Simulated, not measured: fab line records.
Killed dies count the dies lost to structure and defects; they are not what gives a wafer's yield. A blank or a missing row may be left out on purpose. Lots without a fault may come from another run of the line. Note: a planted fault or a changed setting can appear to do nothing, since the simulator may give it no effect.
One fault seen from 3 desks -- flow n5Finfet -- each desk holds nothing but its own numbers, with what lay behind them at the end

THE DEFECT DESK
What the inspections along the route counted, lot by lot: means of the sampled wafers that have a number. The brackets show how far a lot's mean lies from the usual mean; more than 4 standard deviations puts the lot out of limits, marked OUT.
Columns: A = rawDefectCount at N5_PASSIVATION_INSPECT_61, usual 2.0
lot,first seen here,A
L831,day 12 19:02,2.7
L832,day 13 01:07,1.3
L838,day 14 18:03,2.0
L840,day 15 00:21,1.5
L842,day 15 13:07,1.5
L850,day 17 22:36,2.0
Finding of this desk: none of the 6 lots has anything out of limits.

AT THE TOOL OWNER'S DESK: rieDiel-05
The tool's own readings at N5_PASSIVATION_ETCH_15 (etches SiCN in CF4/N2, target depth 75 nm, time 81.2 s): means of the sampled wafers that have a number, for each lot that ran on this tool. The brackets show how far a lot's mean lies from the usual mean; more than 4 standard deviations puts the lot out of limits, marked OUT.
Columns: A = drypumpMotorCurrentA at N5_PASSIVATION_ETCH_15, usual 5.6 A; B = oesProductAu at N5_PASSIVATION_ETCH_15, usual 0.82 a.u.; C = rfVppV at N5_PASSIVATION_ETCH_15, usual 382.3 V; D = showerheadPlenumPTorr at N5_PASSIVATION_ETCH_15, usual 2.21 Torr; E = throttleValvePct at N5_PASSIVATION_ETCH_15, usual 15.41 %
lot,first seen here,A,B,C,D,E
L831,day 12 20:15,5.8,0.80,379.9,2.13,15.58
L840,day 15 00:47,5.5,0.70,378.4,2.10,15.70
L842,day 15 13:32,6.0,0.81,382.2,2.22,15.52
Finding of this desk: none of the 3 lots has anything out of limits.

AT THE METROLOGY DESK
Means of the sampled wafers that have a number, per lot and without regard to the tool the lot ran on: this is what the gauges read. The brackets show how far a lot's mean lies from the usual mean; more than 4 standard deviations puts the lot out of limits, marked OUT.
Columns: A = cdNm at N5_PASSIVATION_CD_MEAS_10, usual 2999.8 nm; B = TV_OVL at N5_PASSIVATION_OVL_MEAS_60, usual -1 nm
lot,first seen here,A,B
L831,day 12 18:59,3001.2,-11
L832,day 13 01:04,2998.0,-1
L838,day 14 18:00,2998.9,-1
L840,day 15 00:18,3000.4,-2
L842,day 15 13:04,3001.1,-1
L850,day 17 22:32,2999.9,0
Finding of this desk: none of the 6 lots has anything out of limits.

BROUGHT TOGETHER
The defect desk saw nothing out of limits.
Nothing out of limits was seen by the tool owner's desk.
At the metrology desk, nothing out of limits was observed.

WHAT HAD BEEN PUT IN BY THE SIMULATOR
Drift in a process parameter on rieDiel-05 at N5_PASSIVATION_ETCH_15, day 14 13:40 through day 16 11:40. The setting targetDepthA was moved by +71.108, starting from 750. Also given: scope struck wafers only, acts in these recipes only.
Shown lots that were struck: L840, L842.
